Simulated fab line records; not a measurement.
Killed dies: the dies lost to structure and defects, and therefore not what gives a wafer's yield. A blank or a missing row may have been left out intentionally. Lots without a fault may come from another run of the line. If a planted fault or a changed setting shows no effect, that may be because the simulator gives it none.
fab line records	flow n5_finfet	part 1 of 2: steps 1 to 4 of 6
record lots=22	wafers=66	last_day=18
route steps=1938 shown FIN_CUT@176 STI_FIN_REVEAL@200 DUMMY_GATE@244 SD_EPI_N@279
lots that met no fault: taken from a fault-free run of the same line
start_h: the number of hours between the record's first day and the start of the first shown wafer of the lot	wait_h: time in hours since the lot's previous step	" same as the row above	L1.1+2: a single row standing in for several wafers	- value missing, or start not given	* or withheld: withheld	< > ~ a bound
route shown NAME@n: a module of which the file shows steps, and the number in the route of the first	usual: mean/standard deviation of fault-free wafers	same: alike in all rows	chamber/n: place in a boat	sites: each site's reading	_std_site: standard deviation across them	_edge_site: the outer-site mean with the inner-site mean subtracted	radius_mm: for every site, how far away it sits from the centre of the wafer	mask NAME#n: copy n	behind: tool/chamber where the wafer was last shaped	hold: what put the lot on hold/how long, in hours/how the hold closed	device: the transistor (n, p or np) that didn't switch	end of line: tests run on the same wafers once the route is complete	a step without rows: its recipe alone	killed: dies that structure and defects cost at the first sort, which is not the same as the wafer's yield	map: per-die view of a wafer (x killed, . not killed, _ where there is no die)
set.NAME: the setting as run; set.NAME@STEP: as run at that earlier step	model.NAME: the simulator's own value behind a step, which no gauge read
route steps across a sampled set of lots; one table per step, one row per wafer
services: a tool's chamber out of use, with start hour (start_h, from the record's first day; less than 0 if before it), hours out, and reason
## steps
# step N5_FIN_CUT_CUT_ETCH_15
# recipe chemistry=HBr/Cl2/O2	target=Si	target_depth_a=1000	bt_time_s=10	mask_material=SOC	time_s=42.4	ion_energy_ev=*	bias_w=*	pressure_mtorr=10	icp_w=800	HBr_flow_sccm=150	Cl2_flow_sccm=80	O2_flow_sccm=12
# usual O2_flow_sccm=12.00/0.037	drypump_motor_current_A=5.7/0.38	oes_product_au=1.002/0.016	throttle_valve_pct=37.2/0.34
# same bt_time_s=10
lot.wafer	tool	chamber	start_h	wait_h	O2_flow_sccm	drypump_motor_current_A	oes_product_au	rf_hours_counter_h	throttle_valve_pct
L074.1	rie_si-04	3	27.94	0.1	11.95	5.9	1.003	77	37.8
L074.3	"	0	"	"	11.99	5.2	0.993	188	37.0
L074.5	"	1	"	"	12.01	5.1	0.991	-	36.9
L075.1	rie_si-04	2	36.81	0.1	12.04	6.1	1.017	99	36.7
L075.4	"	3	"	"	11.95	5.9	1.013	78	37.8
L075.6	"	2	"	"	12.04	6.1	1.019	-	36.7
L076.2	rie_si-05	3	43.11	0.1	12.00	5.8	1.026	146	36.7
L076.3	"	0	"	"	11.97	5.2	0.984	44	37.2
L076.6	"	1	"	"	11.98	5.5	1.020	-	37.8
L077.2	rie_si-03	2	46.28	0.1	11.98	6.2	1.001	26	36.9
L077.3	"	1	"	"	12.04	6.2	0.990	15	37.2
L077.4	"	3	"	"	11.99	6.0	0.991	12	37.1
L078.1	rie_si-03	0	53.80	0.1	12.02	5.6	0.982	3	37.4
L078.3	"	2	"	"	12.04	6.2	1.003	26	36.9
L078.6	"	3	"	"	12.01	6.0	0.990	-	37.1
L079.2	rie_si-03	1	58.31	0.1	11.97	6.3	0.994	15	37.2
L079.3	"	3	"	"	12.02	6.0	0.986	12	37.2
L079.5	"	2	"	"	11.96	6.2	1.000	-	36.9
L080.1	rie_si-05	2	64.06	0.1	11.99	5.6	1.019	79	37.3
L080.3	"	3	"	"	11.95	5.8	1.024	146	36.7
L080.4	"	0	"	"	12.01	5.2	0.983	44	37.2
L081.1	rie_si-05	2	69.90	0.1	12.00	5.6	1.019	79	37.3
L081.4	"	3	"	"	12.06	5.8	1.027	146	36.7
L081.6	"	1	"	"	12.05	5.5	1.014	-	37.8
L082.1	rie_si-03	1	75.05	0.1	11.94	6.2	0.998	16	37.2
L082.3	"	0	"	"	11.98	5.6	0.982	3	37.4
L082.6	"	3	"	"	11.96	6.0	0.993	-	37.1
L083.1	rie_si-04	3	82.50	0.1	12.02	5.9	1.013	79	37.8
L083.2	"	1	"	"	12.02	5.1	0.990	5	36.9
L083.3	"	2	"	"	12.02	6.1	1.016	100	36.7
L084.3	rie_si-05	2	92.97	0.0	11.97	5.6	1.020	80	37.3
L084.4	"	3	"	"	11.98	5.8	1.030	147	36.7
L084.6	"	3	"	"	12.03	5.8	1.024	-	36.7
L085.3	rie_si-03	3	95.84	0.0	11.96	6.0	0.994	13	37.1
L085.5	"	2	"	"	12.00	6.2	1.000	-	37.0
L085.6	"	3	"	"	12.04	6.0	0.994	-	37.1
L086.1	rie_si-04	0	102.07	0.1	11.99	5.3	0.983	190	37.0
L086.4	"	3	"	"	11.99	5.9	1.011	79	37.8
L086.5	"	2	"	"	12.01	6.1	1.014	-	36.7
L087.1	rie_si-03	1	106.65	0.1	12.05	6.3	0.997	16	37.2
L087.4	"	0	"	"	11.90	5.6	0.981	4	37.4
L087.5	"	0	"	"	11.94	5.6	0.982	-	37.4
L088.3	rie_si-04	3	112.04	0.0	12.04	5.9	1.017	80	37.8
L088.5	"	1	"	"	11.95	5.1	0.995	-	36.9
L088.6	"	2	"	"	12.03	6.2	1.018	-	36.7
L089.2	rie_si-03	3	118.85	0.1	11.99	6.0	0.992	13	37.1
L089.3	"	2	"	"	11.95	6.2	0.998	27	37.0
L089.5	"	3	"	"	12.03	6.0	0.996	-	37.2
L091.1	rie_si-04	0	131.20	0.1	11.89	5.2	0.993	190	37.0
L091.4	"	2	"	"	12.01	6.1	1.025	101	36.7
L091.6	"	2	"	"	11.96	6.1	1.019	-	36.7
L092.2	rie_si-04	3	136.10	0.1	12.00	5.9	1.007	80	37.8
L092.3	"	2	"	"	11.98	6.1	1.026	101	36.7
L092.6	"	0	"	"	11.93	5.2	0.991	-	37.0
L093.1	rie_si-05	2	143.92	0.1	12.04	5.6	1.021	81	37.3
L093.3	"	1	"	"	12.08	5.4	1.013	166	37.8
L093.5	"	1	"	"	12.03	5.4	1.021	-	37.8
L094.3	rie_si-05	3	147.06	0.0	12.01	5.8	1.026	148	36.7
L094.5	"	0	"	"	12.01	5.2	0.985	-	37.2
L094.6	"	3	"	"	12.01	5.8	1.026	-	36.7
L095.2	rie_si-03	3	154.76	0.1	11.96	6.0	0.988	14	37.1
L095.4	"	0	"	"	11.97	5.6	0.991	5	37.4
L095.5	"	3	"	"	11.97	6.0	0.991	-	37.2
L097.1	rie_si-05	2	165.40	0.1	12.02	5.6	1.019	81	37.3
L097.3	"	0	"	"	11.98	5.2	0.979	46	37.2
L097.4	"	3	"	"	12.06	5.8	1.028	148	36.7
# step N5_FIN_CUT_CUT_ETCH_28
# recipe chemistry=HBr/Cl2/O2	target=Si	target_depth_a=60	mask_material=SOC	time_s=2.4	ion_energy_ev=*	bias_w=*	pressure_mtorr=10	icp_w=800	HBr_flow_sccm=150	Cl2_flow_sccm=80	O2_flow_sccm=12
# usual O2_flow_sccm=12.00/0.033	drypump_motor_current_A=5.7/0.39	oes_product_au=1.003/0.016	throttle_valve_pct=37.2/0.34
lot.wafer	tool	chamber	start_h	wait_h	O2_flow_sccm	drypump_motor_current_A	oes_product_au	rf_hours_counter_h	throttle_valve_pct
L074.1	rie_si-04	3	27.99	0.0	12.01	5.9	1.014	77	37.8
L074.3	"	0	"	"	11.97	5.2	0.984	188	37.0
L074.5	"	1	"	"	11.96	5.1	0.990	-	36.9
L075.1	rie_si-04	2	36.87	0.0	12.01	6.2	1.020	99	36.7
L075.4	"	3	"	"	12.07	5.9	1.001	78	37.8
L075.6	"	2	"	"	12.01	6.1	1.014	-	36.7
L076.2	rie_si-05	3	43.17	0.0	12.02	5.8	1.033	146	36.7
L076.3	"	0	"	"	12.00	5.2	0.982	44	37.2
L076.6	"	1	"	"	12.00	5.5	1.022	-	37.8
L077.2	rie_si-03	2	46.34	0.0	12.04	6.3	0.988	26	37.0
L077.3	"	1	"	"	12.01	6.3	0.996	15	37.2
L077.4	"	3	"	"	11.98	6.0	0.994	12	37.2
L078.1	rie_si-03	0	53.86	0.0	12.00	5.6	0.993	3	37.4
L078.3	"	2	"	"	11.94	6.2	0.998	26	36.9
L078.6	"	3	"	"	12.04	6.0	0.995	-	37.1
L079.2	rie_si-03	1	58.37	0.0	12.03	6.3	0.996	15	37.2
L079.3	"	3	"	"	12.05	6.0	0.987	12	37.1
L079.5	"	2	"	"	12.02	6.2	1.000	-	37.0
L080.1	rie_si-05	2	64.11	0.0	12.03	5.6	1.017	79	37.3
L080.3	"	3	"	"	11.97	5.8	1.025	146	36.7
L080.4	"	0	"	"	11.98	5.3	0.984	44	37.2
L081.1	rie_si-05	2	69.95	0.0	11.95	5.6	1.023	79	37.3
L081.4	"	3	"	"	12.03	5.8	1.024	146	36.7
L081.6	"	1	"	"	11.97	5.5	1.019	-	37.8
L082.1	rie_si-03	1	75.10	0.0	11.99	6.3	1.000	16	37.2
L082.3	"	0	"	"	11.97	5.6	0.987	3	37.4
L082.6	"	3	"	"	11.99	6.1	0.989	-	37.1
L083.1	rie_si-04	3	82.55	0.0	12.02	5.9	1.012	79	37.8
L083.2	"	1	"	"	12.00	5.1	0.990	5	36.9
L083.3	"	2	"	"	12.02	6.1	1.017	100	36.7
L084.3	rie_si-05	2	93.03	0.0	11.96	5.6	1.026	80	37.3
L084.4	"	3	"	"	12.01	5.9	1.031	147	36.7
L084.6	"	3	"	"	12.05	5.8	1.023	-	36.7
L085.3	rie_si-03	3	95.90	0.0	11.97	6.0	0.994	13	37.1
L085.5	"	2	"	"	11.99	6.2	1.001	-	36.9
L085.6	"	3	"	"	11.95	6.0	0.989	-	37.1
L086.1	rie_si-04	0	102.12	0.0	12.00	5.2	0.984	190	37.0
L086.4	"	3	"	"	12.00	5.9	1.016	79	37.8
L086.5	"	2	"	"	12.03	6.1	1.020	-	36.7
L087.1	rie_si-03	1	106.71	0.0	11.95	6.3	1.002	16	37.2
L087.4	"	0	"	"	12.00	5.6	0.990	4	37.4
L087.5	"	0	"	"	12.06	5.6	0.992	-	37.4
L088.3	rie_si-04	3	112.09	0.0	11.99	5.9	1.004	80	37.8
L088.5	"	1	"	"	12.02	5.1	0.993	-	36.9
L088.6	"	2	"	"	12.02	6.1	1.013	-	36.7
L089.2	rie_si-03	3	118.91	0.0	12.05	6.0	1.001	13	37.2
L089.3	"	2	"	"	11.98	6.2	1.008	27	36.9
L089.5	"	3	"	"	12.02	6.0	0.994	-	37.1
L091.1	rie_si-04	0	131.25	0.0	12.02	5.3	0.995	190	37.0
L091.4	"	2	"	"	11.93	6.1	1.016	101	36.7
L091.6	"	2	"	"	11.99	6.1	1.018	-	36.7
L092.2	rie_si-04	3	136.16	0.0	11.98	5.9	1.017	80	37.8
L092.3	"	2	"	"	12.02	6.1	1.013	101	36.7
L092.6	"	0	"	"	12.04	5.2	0.991	-	37.0
L093.1	rie_si-05	2	143.98	0.0	11.96	5.6	1.021	81	37.3
L093.3	"	1	"	"	11.99	5.5	1.015	166	37.8
L093.5	"	1	"	"	11.98	5.5	1.020	-	37.8
L094.3	rie_si-05	3	147.11	0.0	11.99	5.8	1.027	148	36.7
L094.5	"	0	"	"	11.94	5.2	0.981	-	37.2
L094.6	"	3	"	"	12.00	5.8	1.022	-	36.7
L095.2	rie_si-03	3	154.81	0.0	12.02	6.0	0.992	14	37.1
L095.4	"	0	"	"	11.99	5.6	0.991	5	37.4
L095.5	"	3	"	"	12.05	6.0	0.999	-	37.2
L097.1	rie_si-05	2	165.45	0.0	12.01	5.6	1.023	81	37.3
L097.3	"	0	"	"	11.99	5.2	0.981	46	37.2
L097.4	"	3	"	"	12.04	5.8	1.027	148	36.7
# step N5_STI_FIN_REVEAL_OXIDATION_31
# recipe chemistry=O2_PLASMA_REMOTE	temp_c=150	time_s=20	pressure_mtorr=1000	source_power_w=2000	o2_flow_sccm=3000
# usual drypump_motor_current_A=6.37/0.083	heater_power_w=139/7.2
lot.wafer	tool	chamber	start_h	wait_h	drypump_motor_current_A	heater_power_w	rf_hours_counter_h
L074.1	plasma_asher-02	1	36.33	0.0	6.41	153	37
L074.3	"	1	"	"	6.43	150	-
L074.5	"	1	"	"	6.43	148	-
L075.1	plasma_asher-02	1	47.51	0.0	6.40	150	39
L075.4	"	0	"	"	6.25	139	-
L075.6	"	1	"	"	6.42	149	-
L076.2	plasma_asher-01	0	51.52	0.0	6.43	131	70
L076.3	"	0	"	"	6.43	131	-
L076.6	"	1	"	"	6.42	132	-
L077.2	plasma_asher-02	0	54.74	0.0	6.25	141	40
L077.3	"	0	"	"	6.25	139	-
L077.4	"	1	"	"	6.41	155	-
L078.1	plasma_asher-01	0	62.85	0.0	6.43	128	72
L078.3	"	1	"	"	6.41	138	-
L078.6	"	1	"	"	6.42	136	-
L079.2	plasma_asher-01	1	66.81	0.1	6.41	138	73
L079.3	"	0	"	"	6.44	133	-
L079.5	"	1	"	"	6.38	135	-
L080.1	plasma_asher-02	0	73.18	0.0	6.22	140	43
L080.3	"	1	"	"	6.46	148	-
L080.4	"	0	"	"	6.23	140	-
L081.1	plasma_asher-01	1	78.53	0.0	6.41	135	76
L081.4	"	0	"	"	6.44	130	-
L081.6	"	0	"	"	6.43	133	-
L082.1	plasma_asher-02	1	83.59	0.0	6.43	149	45
L082.3	"	0	"	"	6.23	140	-
L082.6	"	1	"	"	6.43	150	-
L083.1	plasma_asher-02	1	91.30	0.0	6.45	152	47
L083.2	"	0	"	"	6.24	137	47
L083.3	"	0	"	"	6.26	139	-
L084.3	plasma_asher-01	0	101.77	0.1	6.46	125	-
L084.4	"	1	"	"	6.41	139	-
L084.6	"	1	"	"	6.39	136	-
L085.3	plasma_asher-01	0	104.73	0.1	6.45	131	-
L085.5	"	0	"	"	6.43	130	-
L085.6	"	1	"	"	6.38	137	-
L086.1	plasma_asher-02	1	110.49	0.0	6.41	153	51
L086.4	"	1	"	"	6.43	149	-
L086.5	"	0	"	"	6.25	137	-
L087.1	plasma_asher-01	0	115.00	0.0	6.42	129	82
L087.4	"	0	"	"	6.44	128	-
L087.5	"	0	"	"	6.42	130	-
L088.3	plasma_asher-02	1	120.79	0.1	6.42	151	-
L088.5	"	1	"	"	6.45	152	-
L088.6	"	0	"	"	6.23	143	-
L089.2	plasma_asher-02	1	127.55	0.0	6.43	148	54
L089.3	"	0	"	"	6.25	141	-
L089.5	"	0	"	"	6.25	139	-
L091.1	plasma_asher-01	1	141.96	0.0	6.38	136	84
L091.4	"	1	"	"	6.40	135	-
L091.6	"	0	"	"	6.44	133	-
L092.2	plasma_asher-02	0	144.90	0.0	6.25	140	58
L092.3	"	0	"	"	6.24	141	-
L092.6	"	0	"	"	6.26	140	-
L093.1	plasma_asher-01	1	152.44	0.0	6.40	136	87
L093.3	"	0	"	"	6.42	130	-
L093.5	"	0	"	"	6.44	129	-
L094.3	plasma_asher-02	1	155.44	0.1	6.44	150	-
L094.5	"	1	"	"	6.44	149	-
L094.6	"	0	"	"	6.23	136	-
L095.2	plasma_asher-02	1	163.94	0.0	6.46	152	62
L095.4	"	1	"	"	6.42	152	-
L095.5	"	1	"	"	6.43	148	-
L097.1	plasma_asher-01	1	173.75	0.0	6.40	136	90
L097.3	"	1	"	"	6.38	135	-
L097.4	"	0	"	"	6.44	129	-
# step N5_DUMMY_GATE_STRIP_41
# recipe chemistry=O2	power_w=400	temp_c=40	pressure_mtorr=30	rf_frequency_hz=6e+07	bias_power_w=0	overash_fraction=0.3	o2_flow_sccm=225
# usual drypump_motor_current_A=5.8/0.36	oes_product_au=0.77/0.087	rf_vpp_V=3.6/0.54	showerhead_plenum_p_Torr=2.12/0.065	throttle_valve_pct=16.76/0.21
lot.wafer	tool	chamber	start_h	wait_h	drypump_motor_current_A	oes_product_au	rf_hours_counter_h	rf_vpp_V	showerhead_plenum_p_Torr	throttle_valve_pct
L074.1	rie_diel-02	2	47.61	0.0	6.1	0.70	180	3.8	2.08	16.53
L074.3	"	0	"	"	5.5	0.78	128	3.2	2.18	16.98
L074.5	"	0	"	"	5.5	0.78	-	4.0	2.18	16.99
L075.1	rie_diel-05	0	57.20	0.0	6.1	0.72	184	3.3	2.17	16.74
L075.4	"	2	"	"	5.0	0.79	139	2.7	2.02	16.55
L075.6	"	3	"	"	5.8	0.71	-	3.7	2.17	16.91
L076.2	rie_diel-02	0	61.50	0.0	5.5	0.77	132	3.9	2.18	17.00
L076.3	"	1	"	"	5.7	0.67	233	3.4	2.14	16.68
L076.6	"	1	"	"	5.7	0.67	-	2.9	2.14	16.66
L077.2	rie_diel-05	0	65.08	0.0	6.1	0.71	185	4.0	2.17	16.76
L077.3	"	3	"	"	5.8	0.71	208	3.0	2.17	16.91
L077.4	"	1	"	"	6.0	0.78	108	3.0	2.10	16.60
L078.1	rie_diel-02	2	72.94	0.0	6.1	0.70	188	3.3	2.08	16.57
L078.3	"	0	"	"	5.5	0.77	136	3.5	2.18	17.01
L078.6	"	1	"	"	5.7	0.67	-	2.4	2.14	16.66
L079.2	rie_diel-02	2	76.65	0.0	6.2	0.70	189	3.8	2.08	16.55
L079.3	"	1	"	"	5.7	0.67	238	3.3	2.13	16.68
L079.5	"	1	"	"	5.7	0.67	-	4.0	2.13	16.70
L080.1	rie_diel-05	3	83.66	0.0	5.7	0.70	212	2.5	2.16	16.92
L080.3	"	0	"	"	6.1	0.71	189	3.4	2.17	16.77
L080.4	"	1	"	"	6.0	0.78	112	3.9	2.10	16.60
L081.1	rie_diel-02	3	88.82	0.0	6.3	0.98	3	5.1	2.25	16.51
L081.4	"	1	"	"	5.7	0.67	241	2.2	2.13	16.67
L081.6	"	1	"	"	5.7	0.67	-	4.2	2.13	16.68
L082.1	rie_diel-01	0	96.01	0.0	6.3	0.90	27	4.2	2.13	16.70
L082.3	"	3	"	"	5.8	0.90	33	3.9	2.13	16.59
L082.6	"	0	"	"	6.4	0.91	-	3.4	2.13	16.71
L083.1	rie_diel-01	0	102.18	0.0	6.3	0.89	28	3.1	2.13	16.73
L083.2	"	2	"	"	5.8	0.71	234	4.1	1.98	16.91
L083.3	"	3	"	"	5.8	0.89	33	4.4	2.13	16.59
L084.3	rie_diel-02	1	111.63	0.0	5.7	0.67	244	2.2	2.13	16.69
L084.4	"	2	"	"	6.1	0.70	196	3.9	2.07	16.56
L084.6	"	0	"	"	5.5	0.77	-	3.6	2.18	17.03
L085.3	rie_diel-01	3	114.66	0.0	5.8	0.88	37	4.1	2.13	16.58
L085.5	"	3	"	"	5.8	0.89	-	3.0	2.13	16.59
L085.6	"	2	"	"	5.9	0.70	-	4.2	1.98	16.94
L086.1	rie_diel-05	3	120.21	0.0	5.7	0.70	218	3.3	2.16	16.93
L086.4	"	0	"	"	6.1	0.70	198	3.6	2.16	16.78
L086.5	"	3	"	"	5.8	0.71	-	3.8	2.16	16.93
L087.1	rie_diel-02	0	124.82	0.0	5.5	0.77	146	4.2	2.18	17.01
L087.4	"	1	"	"	5.7	0.67	247	3.0	2.13	16.70
L087.5	"	3	"	"	6.3	0.96	-	3.1	2.24	16.53
L088.3	rie_diel-01	2	131.90	0.0	5.8	0.70	240	3.4	1.98	16.91
L088.5	"	3	"	"	5.8	0.87	-	3.9	2.12	16.59
L088.6	"	0	"	"	6.3	0.88	-	2.6	2.12	16.74
L089.2	rie_diel-02	1	137.25	0.0	5.7	0.67	249	4.2	2.13	16.69
L089.3	"	0	"	"	5.5	0.77	149	3.7	2.17	17.03
L089.5	"	0	"	"	5.5	0.77	-	3.0	2.17	17.03
L091.1	rie_diel-02	2	151.68	0.0	6.1	0.70	205	3.1	2.07	16.58
L091.4	"	1	"	"	5.7	0.99	0	2.8	2.13	16.27
L091.6	"	1	"	"	5.7	1.00	-	2.6	2.13	16.26
L092.2	rie_diel-01	1	154.64	0.0	5.8	0.70	240	3.4	2.17	17.19
L092.3	"	0	"	"	6.3	0.88	42	3.2	2.12	16.74
L092.6	"	3	"	"	5.8	0.87	-	3.6	2.12	16.63
L093.1	rie_diel-01	3	162.49	0.0	5.8	0.87	47	3.4	2.12	16.60
L093.3	"	1	"	"	5.8	0.69	242	3.7	2.17	17.18
L093.5	"	2	"	"	5.9	0.70	-	3.1	1.97	16.92
L094.3	rie_diel-02	3	167.14	0.0	6.2	0.92	21	3.9	2.24	16.54
L094.5	"	3	"	"	6.2	0.92	-	3.3	2.24	16.56
L094.6	"	0	"	"	5.5	0.75	-	2.7	2.17	17.04
L095.2	rie_diel-05	0	173.78	0.0	6.1	0.70	211	3.6	2.16	16.80
L095.4	"	2	"	"	5.0	0.75	169	3.1	2.01	16.59
L095.5	"	2	"	"	5.1	0.75	-	4.2	2.01	16.59
L097.1	rie_diel-01	0	183.62	0.0	6.3	0.86	52	3.6	2.12	16.77
L097.3	"	3	"	"	5.8	0.86	56	3.2	2.12	16.62
L097.4	"	1	"	"	5.8	0.69	-	3.2	2.17	17.19
